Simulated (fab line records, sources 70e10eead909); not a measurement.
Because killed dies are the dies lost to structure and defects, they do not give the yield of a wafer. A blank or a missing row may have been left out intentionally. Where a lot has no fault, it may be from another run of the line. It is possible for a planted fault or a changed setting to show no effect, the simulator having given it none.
What tool caused it? -- flow nand_harc -- 13 lots with 38 wafers sampled at 5 steps, on a route of 1159 steps

== WHAT THE GAUGES READ, wafer by wafer ==
NHARC_END_SORT_01. Usual: killed_at_array 28, standard deviation 11; killed_at_other 0.8, standard deviation 1.1; killed_at_periphery 3.3, standard deviation 2.8; killed_dies 32, standard deviation 11; killed_open 3.3, standard deviation 1.9; killed_short 1.9, standard deviation 1.4.
lot,measured,on,killed_at_array,killed_at_other,killed_at_periphery,killed_dies,killed_open,killed_short,flag
L598,day 19 16:32,prober-02,24 21 21,0 0 1,1 1 1,25 22 23,4 3 1,0 0 1,
L599,day 19 16:41,prober-01,21 16 7,0 0 3,1 2 4,22 18 14,0 2 1,3 2 2,
L601,day 20 02:50,prober-01,27 19 23,0 1 0,10 9 12,37 29 35,1 3 1,2 0 3,
L603,day 20 12:49,prober-02,18 21 17,2 0 0,2 5 2,22 26 19,2 0 1,2 1 0,
L602,day 20 12:46,prober-01,34 21 19,0 0 0,1 3 3,35 24 22,3 2 4,3 2 1,
L608,day 21 17:04,prober-02,31 21 29,0 1 1,0 0 0,31 22 30,2 1 7,2 1 1,
L609,day 22 06:13,prober-01,27 30 31,1 0 0,3 1 3,31 31 34,6 2 5,3 7 1,
L610,day 22 09:53,prober-02,35 31 24,1 3 0,6 7 5,42 41 29,8 6 3,3 2 1,
L615,day 24 11:25,prober-01,23 671 24,4 1 2,6 2 3,33 674 29,2 5 4,3 1 4,OFF
L618,day 25 01:14,prober-02,676 32 675,0 1 0,1 2 2,677 35 677,2 6 5,4 2 1,OFF
L621,day 25 09:50,prober-02,46 44 43,5 2 0,4 2 4,55 48 47,4 2 4,3 2 1,
L619,day 25 03:48,prober-01,669 24,1 0,7 8,677 32,3 1,3 4,OFF
L620,day 24 16:46,prober-01,21 23 29,0 0 0,3 3 4,24 26 33,3 1 4,1 2 3,

== EACH LOT AND THE TOOL THAT RAN IT (in order: tool; ch and the chambers of the sampled wafers; start) ==
lot,NHARC_A_CHANNEL_HOLE_D1_ETCH_44,NHARC_A_CHANNEL_FILL_D1_ALD_15,NHARC_A_CHANNEL_FILL_D1_ALD_16,NHARC_A_CHANNEL_FILL_D1_ETCHBACK_20
L598,"rie_diel-12 ch 1,2, day 8 22:26","ald_sin_batch-02 ch 0, day 9 11:49 or earlier","ald_hk-03 ch 1,2,3, day 9 11:49","rie_diel-05 ch 0,1,3, day 10 01:00"
L599,"rie_diel-12 ch 0,2,3, day 8 22:52","ald_sin_batch-02 ch 0, day 9 11:49 or earlier","ald_hk-04 ch 1,2, day 9 11:49","rie_diel-06 ch 1,2, day 10 01:00"
L601,"rie_diel-03 ch 0,1, day 9 04:17","ald_sin_batch-01 ch 0, day 9 17:44 or earlier","ald_hk-04 ch 0,2,3, day 9 17:44","rie_diel-04 ch 0,2,3, day 10 05:35"
L603,"rie_diel-03 ch 1,2,3, day 9 12:13","ald_sin_batch-01 ch 0, day 10 02:20 or earlier","ald_hk-01 ch 2,3, day 10 02:20","rie_diel-04 ch 0,1,2, day 10 14:01"
L602,"rie_diel-11 ch 0,1,3, day 9 12:50","ald_sin_batch-01 ch 0, day 10 02:01 or earlier","ald_hk-01 ch 0,1,3, day 10 02:01","rie_diel-05 ch 0,1,3, day 10 14:00"
L608,"rie_diel-03 ch 0,3, day 10 23:42","ald_sin_batch-01 ch 0, day 11 13:10 or earlier","ald_hk-03 ch 0,1,3, day 11 13:10","rie_diel-04 ch 2,3, day 12 00:50"
L609,"rie_diel-12 ch 0,2, day 11 00:15","ald_sin_batch-01 ch 0, day 11 13:05 or earlier","ald_hk-01 ch 0,2, day 11 13:05","rie_diel-05 ch 0,2,3, day 12 00:51"
L610,"rie_diel-11 ch 1,2, day 11 15:40","ald_sin_batch-02 ch 0, day 12 04:49 or earlier","ald_hk-03 ch 2,3, day 12 04:49","rie_diel-05 ch 1,2, day 12 16:31"
L615,"rie_diel-11 ch 0,1, day 12 20:23","ald_sin_batch-01 ch 0, day 13 13:16 or earlier","ald_hk-01 ch 0,1,2, day 13 13:16","rie_diel-05 ch 1,2, day 14 00:56"
L618,"rie_diel-11 ch 0,1,3, day 13 10:16","ald_sin_batch-01 ch 0, day 13 23:59 or earlier","ald_hk-01 ch 0,1, day 13 23:59","rie_diel-05 ch 0,1,2, day 14 12:47"
L621,"rie_diel-03 ch 1,2,3, day 13 19:49","ald_sin_batch-02 ch 0, day 14 09:16 or earlier","ald_hk-01 ch 0,2,3, day 14 09:16","rie_diel-04 ch 0,1,3, day 14 21:04"
L619,"rie_diel-11 ch 0,1, day 13 20:02","ald_sin_batch-02 ch 0, day 14 09:19 or earlier","ald_hk-03 ch 0,1, day 14 09:19","rie_diel-05 ch 0,3, day 14 21:06"
L620,"rie_diel-12 ch 1,2,3, day 14 00:11","ald_sin_batch-01 ch 0, day 14 11:41","ald_hk-04 ch 0,1,2, day 14 17:34","rie_diel-06 ch 0,1,3, day 15 05:29"
- NHARC_A_CHANNEL_HOLE_D1_ETCH_44: etches the open film in CF4/O2, target depth 140 nm, overetch 14 nm, time 77 s.
- NHARC_A_CHANNEL_FILL_D1_ALD_15: deposits SiNx, target thk 2 nm, pulse time 60 s, ald cycles 19.
- NHARC_A_CHANNEL_FILL_D1_ALD_16: deposits SiO2, target thk 1.5 nm, pulse time 10 s, ald cycles 15.
- NHARC_A_CHANNEL_FILL_D1_ETCHBACK_20: etches the open film in C4F8/O2/Ar, target depth 27 nm, time 13.5 s.

== AS READ BY THE TOOLS THEMSELVES (means over the sampled wafers that have a number; for cases with no such wafer, the mark the record gives instead) ==
NHARC_A_CHANNEL_HOLE_D1_ETCH_44. Usual: drypump_motor_current_A 5.7 A, standard deviation 0.41; mfc_ar_sccm 0.008 sccm, standard deviation 0.012; oes_product_au 1.002 a.u., standard deviation 0.012; rf_vpp_V 198.1 V, standard deviation 1.2; showerhead_plenum_p_Torr 1.36 Torr, standard deviation 0.047; throttle_valve_pct 13.398 %, standard deviation 0.0094.
lot,tool,drypump_motor_current_A (A),mfc_ar_sccm (sccm),oes_product_au (a.u.),rf_vpp_V (V),showerhead_plenum_p_Torr (Torr),throttle_valve_pct (%),flag
L598,rie_diel-12,5.9,0.000,0.999,198.8,1.39,13.404,
L599,rie_diel-12,5.6,0.006,1.000,199.0,1.36,13.407,
L601,rie_diel-03,5.6,0.008,0.995,198.3,1.35,13.405,
L603,rie_diel-03,5.6,0.017,0.996,197.4,1.30,13.395,
L602,rie_diel-11,5.3,0.003,1.003,197.6,1.37,13.392,
L608,rie_diel-03,6.1,0.012,1.008,197.9,1.34,13.393,
L609,rie_diel-12,5.5,0.012,1.007,198.5,1.40,13.395,
L610,rie_diel-11,5.4,0.003,1.007,198.4,1.37,13.402,
L615,rie_diel-11,5.3,0.003,0.999,199.3,1.38,13.399,
L618,rie_diel-11,5.3,0.003,1.007,198.5,1.37,13.389,
L621,rie_diel-03,5.6,0.017,0.984,197.5,1.30,13.403,
L619,rie_diel-11,5.3,0.005,1.005,198.2,1.38,13.407,
L620,rie_diel-12,5.8,0.000,1.001,197.9,1.35,13.401,

NHARC_A_CHANNEL_FILL_D1_ALD_15. Usual: precursor_pulse_height_rel 0.999, standard deviation 0.022.
lot,tool,precursor_pulse_height_rel,flag
L598,ald_sin_batch-02,0.988,
L599,ald_sin_batch-02,0.985,
L601,ald_sin_batch-01,1.002,
L603,ald_sin_batch-01,1.015,
L602,ald_sin_batch-01,0.998,
L608,ald_sin_batch-01,0.988,
L609,ald_sin_batch-01,1.010,
L610,ald_sin_batch-02,1.018,
L615,ald_sin_batch-01,0.992,
L618,ald_sin_batch-01,1.002,
L621,ald_sin_batch-02,0.971,
L619,ald_sin_batch-02,1.000,
L620,ald_sin_batch-01,0.981,

NHARC_A_CHANNEL_FILL_D1_ALD_16. Usual: heater_power_w 471 W, standard deviation 27; precursor_pulse_height_rel 1.002, standard deviation 0.019.
lot,tool,heater_power_w (W),precursor_pulse_height_rel,flag
L598,ald_hk-03,469,1.002,
L599,ald_hk-04,478,1.006,
L601,ald_hk-04,494,0.996,
L603,ald_hk-01,475,0.993,
L602,ald_hk-01,462,0.995,
L608,ald_hk-03,464,1.012,
L609,ald_hk-01,461,0.999,
L610,ald_hk-03,480,1.000,
L615,ald_hk-01,464,1.000,
L618,ald_hk-01,450,1.009,
L621,ald_hk-01,459,0.995,
L619,ald_hk-03,470,0.986,
L620,ald_hk-04,501,1.022,

NHARC_A_CHANNEL_FILL_D1_ETCHBACK_20. Usual: oes_product_au 0.95 a.u., standard deviation 0.036; rf_vpp_V 977 V, standard deviation 5.8; run_length_s 34.7 s, standard deviation 0.39.
lot,tool,oes_product_au (a.u.),rf_vpp_V (V),run_length_s (s),flag
L598,rie_diel-05,1.00,979,34.7,
L599,rie_diel-06,0.92,975,34.4,
L601,rie_diel-04,0.93,976,34.8,
L603,rie_diel-04,0.92,976,34.8,
L602,rie_diel-05,1.00,979,35.0,
L608,rie_diel-04,0.92,978,34.7,
L609,rie_diel-05,1.01,979,34.9,
L610,rie_diel-05,0.91,971,35.0,
L615,rie_diel-05,0.92,972,32.9,OFF
L618,rie_diel-05,0.92,975,31.4,OFF
L621,rie_diel-04,0.98,979,34.8,
L619,rie_diel-05,0.93,983,32.0,OFF
L620,rie_diel-06,0.92,977,34.8,

== THE ANSWER, worked out from the rows above alone ==
Rule: a lot counts as off when the mean over its wafers that have a number is more than 3 standard deviations away from the usual mean. Also off: a lot with no number at a reading for which 4 or more lots have one. Where the step has rows for the other lots, those lots are counted as sound. After the gauges, taken in route order, come the tools' own readings; for these a lot's mean is taken, as printed above. At the first step where some lot is off, the reading lying furthest off is the one used; lots without a number count as furthest.
Off at NHARC_END_SORT_01 (killed_at_array): L615, L618, L619.
If a tool, at a process step before that reading, ran all the lots that are off and no sound lot after the first of them, it fits. Not tried: the gauges at NHARC_END_SORT_01; whatever is off there is also off at NHARC_A_CHANNEL_FILL_D1_ETCHBACK_20, on other tools, and gauge error can't account for it. With no start given for some of its lots, NHARC_A_CHANNEL_FILL_D1_ALD_15 uses the hours and lot order of NHARC_A_CHANNEL_FILL_D1_ALD_16. Can't be told from this: 2 tools fit, rie_diel-11 at NHARC_A_CHANNEL_HOLE_D1_ETCH_44, rie_diel-05 at NHARC_A_CHANNEL_FILL_D1_ETCHBACK_20.

== WHAT THE SIMULATOR HAD PUT IN ==
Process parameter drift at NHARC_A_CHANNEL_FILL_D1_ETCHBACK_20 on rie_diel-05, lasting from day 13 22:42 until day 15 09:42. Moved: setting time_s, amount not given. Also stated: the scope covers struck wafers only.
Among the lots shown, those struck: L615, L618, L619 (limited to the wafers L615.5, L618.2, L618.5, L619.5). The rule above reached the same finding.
